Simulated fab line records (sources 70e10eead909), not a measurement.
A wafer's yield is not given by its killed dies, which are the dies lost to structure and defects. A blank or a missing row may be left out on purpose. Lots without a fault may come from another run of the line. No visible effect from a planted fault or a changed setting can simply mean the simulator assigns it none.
Which tool did it? -- flow nand_harc -- Sampling: 24 lots, 72 wafers, 6 of 1159 route steps

## WHAT EACH GAUGE READ, for each wafer
No reading from a measuring or inspecting step in the record can be judged against a usual standard deviation.

## TOOL THAT RAN EACH LOT (tool first, then ch and the chambers of the sampled wafers, then the start)
lot,NHARC_A_CONTACT_ETCH_139,NHARC_A_CONTACT_STRIP_26,NHARC_A_BLC_ETCH_16,NHARC_A_BLC_ETCH_17,NHARC_A_BLC_PVD_32,NHARC_A_M0_PRE_CLEAN_29
L074,"har_cap_etch-03 ch 0,1, day 16 19:23","rie_diel-10 ch 0,2,3, day 17 00:26 or earlier","rie_diel-06 ch 1,2,3, day 17 00:26","rie_diel-06 ch 0,2,3, no start","pvd_sputter-01, no start","pvd_sputter-01, no start"
L075,"har_cap_etch-03 ch 0,1, day 17 00:55","rie_diel-10 ch 0,2,3, day 17 09:24 or earlier","rie_diel-06 ch 0,3, day 17 09:24","rie_diel-06 ch 2,3, no start","pvd_sputter-01, no start","pvd_sputter-02, no start"
L077,"har_cap_etch-03 ch 0,1, day 17 10:58","rie_diel-10 ch 0,1,2, day 17 17:56 or earlier","rie_diel-12 ch 0,1,3, day 17 17:56","rie_diel-12 ch 1,3, no start","pvd_sputter-03, no start","pvd_sputter-02, no start"
L076,"har_cap_etch-01 ch 0,1, day 17 14:34","rie_diel-11 ch 0,1,2, day 17 18:40 or earlier","rie_diel-06 ch 0,3, day 17 18:40","rie_diel-06 ch 2,3, no start","pvd_sputter-02, no start","pvd_sputter-01, no start"
L079,"har_cap_etch-03 ch 1, day 18 02:47","rie_diel-11 ch 0,1,3, day 18 13:42 or earlier","rie_diel-12 ch 1,2,3, day 18 13:42","rie_diel-12 ch 0,3, no start","pvd_sputter-02, no start","pvd_sputter-01, no start"
L078,"har_cap_etch-02 ch 1, day 18 09:33","rie_diel-03 ch 0,2, day 18 19:52 or earlier","rie_diel-12 ch 0,2, day 18 19:52","rie_diel-12 ch 1,2,3, no start","pvd_sputter-01, no start","pvd_sputter-03, no start"
L080,"har_cap_etch-03 ch 0,1, day 18 20:54","rie_diel-10 ch 0,2,3, day 19 01:11 or earlier","rie_diel-12 ch 0,3, day 19 01:11","rie_diel-12 ch 1,2,3, no start","pvd_sputter-01, no start","pvd_sputter-03, no start"
L081,"har_cap_etch-02 ch 0,1, day 19 03:01","rie_diel-11 ch 0,1, day 19 09:40 or earlier","rie_diel-12 ch 1,2,3, day 19 09:40","rie_diel-12 ch 1,2, no start","pvd_sputter-03, no start","pvd_sputter-01, no start"
L084,"har_cap_etch-02 ch 1, day 19 11:36","rie_diel-10 ch 1,2,3, day 19 18:17 or earlier","rie_diel-12 ch 1,3, day 19 18:17","rie_diel-12 ch 0,3, no start","pvd_sputter-02, no start","pvd_sputter-01, no start"
L083,"har_cap_etch-01 ch 0,1, day 19 18:26","rie_diel-03 ch 1,3, day 20 00:10 or earlier","rie_diel-06 ch 0,1,2, day 20 00:10","rie_diel-06 ch 0,1, no start","pvd_sputter-02, no start","pvd_sputter-01, no start"
L082,"har_cap_etch-03 ch 0,1, day 19 20:58","rie_diel-10 ch 0,1, day 20 01:00 or earlier","rie_diel-12 ch 0,1, day 20 01:00","rie_diel-12 ch 0,1,3, no start","pvd_sputter-02, no start","pvd_sputter-02, no start"
L086,"har_cap_etch-03 ch 0,1, day 20 02:53","rie_diel-10 ch 1,2,3, day 20 13:47 or earlier","rie_diel-06 ch 0,1,2, day 20 13:47","rie_diel-06 ch 0,1,2, no start","pvd_sputter-01, no start","pvd_sputter-02, no start"
L085,"har_cap_etch-03 ch 0,1, day 20 06:41","rie_diel-10 ch 0,1,3, day 20 14:44 or earlier","rie_diel-06 ch 0,1, day 20 14:44","rie_diel-06 ch 0,1,2, no start","pvd_sputter-01, no start","pvd_sputter-03, no start"
L088,"har_cap_etch-02 ch 0,1, day 20 07:02","rie_diel-11 ch 0,1,2, day 20 15:14 or earlier","rie_diel-02 ch 1,2,3, day 20 15:14","rie_diel-02 ch 0,1,3, no start","pvd_sputter-03, no start","pvd_sputter-02, no start"
L087,"har_cap_etch-02 ch 0,1, day 20 14:02","rie_diel-10 ch 0,3, day 20 17:44 or earlier","rie_diel-02 ch 0,3, day 20 17:44","rie_diel-02 ch 0,2,3, no start","pvd_sputter-01, no start","pvd_sputter-02, no start"
L089,"har_cap_etch-03 ch 0,1, day 20 15:29","rie_diel-03 ch 0,1,2, day 20 19:12 or earlier","rie_diel-12 ch 0,2,3, day 20 19:12","rie_diel-12 ch 0,1,3, no start","pvd_sputter-03, no start","pvd_sputter-01, no start"
L092,"har_cap_etch-01 ch 0,1, day 20 17:17","rie_diel-03 ch 1,2,3, day 20 21:06 or earlier","rie_diel-12 ch 0,2,3, day 20 21:06","rie_diel-12 ch 0,2,3, no start","pvd_sputter-03, no start","pvd_sputter-02, no start"
L090,"har_cap_etch-01 ch 0,1, day 20 20:04","rie_diel-10 ch 1,2,3, day 21 00:07 or earlier","rie_diel-06 ch 0,2,3, day 21 00:07","rie_diel-06 ch 0,1,2, no start","pvd_sputter-03, no start","pvd_sputter-02, no start"
L091,"har_cap_etch-01 ch 0,1, day 21 02:01","rie_diel-11 ch 2,3, day 21 16:17 or earlier","rie_diel-06 ch 0,1,2, day 21 16:17","rie_diel-06 ch 1,3, no start","pvd_sputter-03, no start","pvd_sputter-01, no start"
L093,"har_cap_etch-01 ch 0,1, day 21 11:27","rie_diel-03 ch 0,1, day 21 17:41 or earlier","rie_diel-06 ch 1,2,3, day 21 17:41","rie_diel-06 ch 2,3, no start","pvd_sputter-03, no start","pvd_sputter-02, no start"
L094,"har_cap_etch-02 ch 0,1, day 21 12:44","rie_diel-10 ch 0,1,2, day 21 17:58 or earlier","rie_diel-12 ch 2,3, day 21 17:58","rie_diel-12 ch 1,2,3, no start","pvd_sputter-01, no start","pvd_sputter-01, no start"
L096,"har_cap_etch-03 ch 0,1, day 22 03:52","rie_diel-10 ch 0,1,2, day 22 08:37 or earlier","rie_diel-06 ch 1,2,3, day 22 08:37","rie_diel-06 ch 1,2,3, no start","pvd_sputter-02, no start","pvd_sputter-02, no start"
L097,"har_cap_etch-01 ch 0,1, day 22 05:47","rie_diel-10 ch 0,2,3, day 22 13:40 or earlier","rie_diel-06 ch 2,3, day 22 13:40","rie_diel-06 ch 0,2, no start","pvd_sputter-02, no start","pvd_sputter-03, no start"
L095,"har_cap_etch-02 ch 0,1, day 22 10:56","rie_diel-10 ch 1,2, day 22 19:28 or earlier","rie_diel-06 ch 0,3, day 22 19:28","rie_diel-06 ch 0,1,2, no start","pvd_sputter-03, no start","pvd_sputter-01, no start"
- NHARC_A_CONTACT_ETCH_139: etches the open film in C4F8/O2/Ar, time 137 s, target depth 590 nm.
- NHARC_A_CONTACT_STRIP_26: strips in O2.
- NHARC_A_BLC_ETCH_16: etches the open film in CF4, target depth 39 nm, time 65 s.
- NHARC_A_BLC_ETCH_17: etches the open film in N2/H2, target depth 390 nm, time 609.38 s.
- NHARC_A_BLC_PVD_32: deposits Ti, target thk 5 nm, time 17.7 s.
- NHARC_A_M0_PRE_CLEAN_29: time 30 s.

## WHAT THE TOOLS THEMSELVES READ (means of the sampled wafers that have a number; where no wafer has one, the mark that the record gives instead)
NHARC_A_CONTACT_STRIP_26.
lot,tool,drypump_motor_current_A (A),o2_flow_sccm (sccm),oes_product_au (a.u.),rf_vpp_V (V),showerhead_plenum_p_Torr (Torr),throttle_valve_pct (%)
L074,rie_diel-10,5.7,498.9,1.000,58.0,3.55,17.029
L075,rie_diel-10,5.7,499.4,1.002,57.8,3.55,17.030
L077,rie_diel-10,5.7,499.6,1.007,57.2,3.49,17.042
L076,rie_diel-11,6.1,500.8,1.005,57.7,3.45,17.044
L079,rie_diel-11,5.9,500.1,0.990,57.9,3.47,17.037
L078,rie_diel-03,5.6,501.0,1.008,58.5,3.74,17.042
L080,rie_diel-10,5.7,499.4,1.002,57.0,3.54,17.035
L081,rie_diel-11,6.4,499.3,0.979,58.1,3.60,17.040
L084,rie_diel-10,5.5,501.2,1.001,58.2,3.48,17.049
L083,rie_diel-03,5.3,499.6,1.019,57.9,3.54,17.036
L082,rie_diel-10,5.4,500.6,1.015,57.7,3.34,17.044
L086,rie_diel-10,5.5,499.6,1.008,58.2,3.47,17.038
L085,rie_diel-10,5.4,501.6,1.012,57.7,3.39,17.040
L088,rie_diel-11,6.1,500.3,0.980,57.4,3.44,17.038
L087,rie_diel-10,5.4,500.3,1.017,57.3,3.44,17.038
L089,rie_diel-03,5.5,499.4,1.018,58.1,3.62,17.035
L092,rie_diel-03,5.4,502.3,1.016,58.5,3.64,17.038
L090,rie_diel-10,5.5,500.1,1.016,57.9,3.47,17.033
L091,rie_diel-11,5.8,500.8,1.006,57.8,3.29,17.029
L093,rie_diel-03,5.5,498.7,1.015,58.4,3.61,17.040
L094,rie_diel-10,5.7,501.2,1.002,57.6,3.48,17.037
L096,rie_diel-10,5.7,499.6,1.000,57.9,3.48,17.026
L097,rie_diel-10,5.7,498.8,0.995,57.4,3.53,17.030
L095,rie_diel-10,5.8,501.2,0.981,58.1,3.56,17.034

NHARC_A_BLC_ETCH_16.
lot,tool,bias_w (W),drypump_motor_current_A (A),oes_product_au (a.u.),rf_vpp_V (V),showerhead_plenum_p_Torr (Torr),throttle_valve_pct (%)
L074,rie_diel-06,99.91,5.5,0.999,150.5,1.81,13.291
L075,rie_diel-06,100.11,5.1,1.012,150.8,1.73,13.280
L077,rie_diel-12,99.88,5.3,0.996,151.3,1.75,13.284
L076,rie_diel-06,100.50,5.1,1.015,151.1,1.73,13.289
L079,rie_diel-12,99.98,5.4,1.008,151.0,1.73,13.292
L078,rie_diel-12,100.01,6.0,1.005,151.6,1.82,13.290
L080,rie_diel-12,99.95,5.2,1.005,150.5,1.72,13.296
L081,rie_diel-12,99.89,5.4,1.005,150.3,1.72,13.291
L084,rie_diel-12,99.82,5.0,1.005,150.4,1.68,13.278
L083,rie_diel-06,99.68,5.4,1.008,152.0,1.79,13.293
L082,rie_diel-12,100.12,5.6,0.993,151.8,1.77,13.289
L086,rie_diel-06,100.14,5.4,0.997,151.4,1.79,13.286
L085,rie_diel-06,99.90,5.1,1.004,150.8,1.74,13.280
L088,rie_diel-02,99.82,6.3,1.002,151.7,1.76,13.277
L087,rie_diel-02,100.26,5.3,1.005,150.6,1.75,13.280
L089,rie_diel-12,100.19,5.6,0.996,151.2,1.77,13.282
L092,rie_diel-12,100.09,5.5,1.008,150.6,1.77,13.289
L090,rie_diel-06,100.20,5.4,1.004,151.8,1.78,13.279
L091,rie_diel-06,99.95,5.4,1.003,151.6,1.79,13.286
L093,rie_diel-06,99.98,5.6,0.996,151.7,1.81,13.288
L094,rie_diel-12,99.89,5.2,1.002,150.2,1.70,13.281
L096,rie_diel-06,99.85,5.5,0.996,151.9,1.81,13.284
L097,rie_diel-06,99.89,5.7,1.004,151.4,1.83,13.290
L095,rie_diel-06,100.07,5.3,1.010,150.7,1.75,13.289

NHARC_A_BLC_ETCH_17.
lot,tool,bias_w (W),drypump_motor_current_A (A),oes_product_au (a.u.),rf_vpp_V (V),showerhead_plenum_p_Torr (Torr),throttle_valve_pct (%)
L074,rie_diel-06,150.4,5.4,1.006,430.5,2.06,14.170
L075,rie_diel-06,150.7,5.5,1.009,431.5,2.08,14.172
L077,rie_diel-12,150.3,5.3,1.004,429.0,1.96,14.174
L076,rie_diel-06,150.0,5.5,1.001,431.8,2.08,14.167
L079,rie_diel-12,150.5,5.5,0.997,431.4,2.07,14.169
L078,rie_diel-12,150.2,5.4,1.007,428.9,1.99,14.174
L080,rie_diel-12,150.0,5.4,1.010,428.8,1.99,14.167
L081,rie_diel-12,150.0,5.7,0.994,430.8,2.02,14.175
L084,rie_diel-12,149.4,5.2,1.007,428.4,1.98,14.173
L083,rie_diel-06,150.2,5.1,1.007,428.5,2.00,14.181
L082,rie_diel-12,150.0,5.4,1.004,429.9,2.01,14.172
L086,rie_diel-06,149.8,5.4,1.001,431.2,2.06,14.180
L085,rie_diel-06,149.9,5.4,1.009,431.4,2.06,14.167
L088,rie_diel-02,149.6,5.7,0.999,431.7,2.08,14.171
L087,rie_diel-02,150.2,5.7,1.012,431.4,2.06,14.170
L089,rie_diel-12,150.0,5.4,0.997,429.9,2.01,14.179
L092,rie_diel-12,150.0,5.6,1.003,431.1,2.04,14.171
L090,rie_diel-06,150.0,5.4,0.997,431.6,2.06,14.168
L091,rie_diel-06,150.5,5.4,0.993,430.5,2.05,14.180
L093,rie_diel-06,150.3,5.5,1.003,431.3,2.08,14.158
L094,rie_diel-12,150.1,5.4,0.999,428.7,1.98,14.164
L096,rie_diel-06,150.0,5.5,1.009,432.4,2.09,14.167
L097,rie_diel-06,149.7,5.5,1.015,431.8,2.09,14.179
L095,rie_diel-06,149.9,5.4,1.002,431.4,2.06,14.172

NHARC_A_BLC_PVD_32.
lot,tool,throttle_valve_pct (%)
L074,pvd_sputter-01,29.3
L075,pvd_sputter-01,29.2
L077,pvd_sputter-03,30.0
L076,pvd_sputter-02,30.1
L079,pvd_sputter-02,30.1
L078,pvd_sputter-01,30.0
L080,pvd_sputter-01,30.1
L081,pvd_sputter-03,30.7
L084,pvd_sputter-02,30.1
L083,pvd_sputter-02,30.4
L082,pvd_sputter-02,30.3
L086,pvd_sputter-01,29.2
L085,pvd_sputter-01,29.2
L088,pvd_sputter-03,30.6
L087,pvd_sputter-01,28.9
L089,pvd_sputter-03,30.6
L092,pvd_sputter-03,30.6
L090,pvd_sputter-03,31.2
L091,pvd_sputter-03,30.7
L093,pvd_sputter-03,31.0
L094,pvd_sputter-01,29.3
L096,pvd_sputter-02,29.9
L097,pvd_sputter-02,30.5
L095,pvd_sputter-03,30.4

NHARC_A_M0_PRE_CLEAN_29.
lot,tool,heater_power_w (W)
L074,pvd_sputter-01,427
L075,pvd_sputter-02,437
L077,pvd_sputter-02,420
L076,pvd_sputter-01,392
L079,pvd_sputter-01,392
L078,pvd_sputter-03,379
L080,pvd_sputter-03,411
L081,pvd_sputter-01,432
L084,pvd_sputter-01,416
L083,pvd_sputter-01,424
L082,pvd_sputter-02,408
L086,pvd_sputter-02,402
L085,pvd_sputter-03,390
L088,pvd_sputter-02,448
L087,pvd_sputter-02,406
L089,pvd_sputter-01,388
L092,pvd_sputter-02,425
L090,pvd_sputter-02,425
L091,pvd_sputter-01,426
L093,pvd_sputter-02,421
L094,pvd_sputter-01,413
L096,pvd_sputter-02,440
L097,pvd_sputter-03,369
L095,pvd_sputter-01,426

## THE ANSWER, worked out from the rows above alone
Rule: the usual values come from the lots themselves. The widest of any qualifying gaps counts: lots, ordered by their means at a reading, are off when they make up no more than a third of the lots, leave a main group of 4 or more, and stand apart from it by 3 or more times the standard deviation of that group's means. If all means in a main group match to the digits the tables above print for the reading, that group is not used. Also off: a lot with no number at a reading for which 4 or more lots have one. All remaining lots with rows at the step are treated as sound. After the gauges, taken in route order, come the tools' own readings; for these a lot's mean is taken, as printed above. At the first step where some lot is off, the reading lying furthest off is the one used; lots without a number count as furthest.
Nothing can be told from this: no lot is off at any reading shown.

## WHAT HAD BEEN PUT IN BY THE SIMULATOR
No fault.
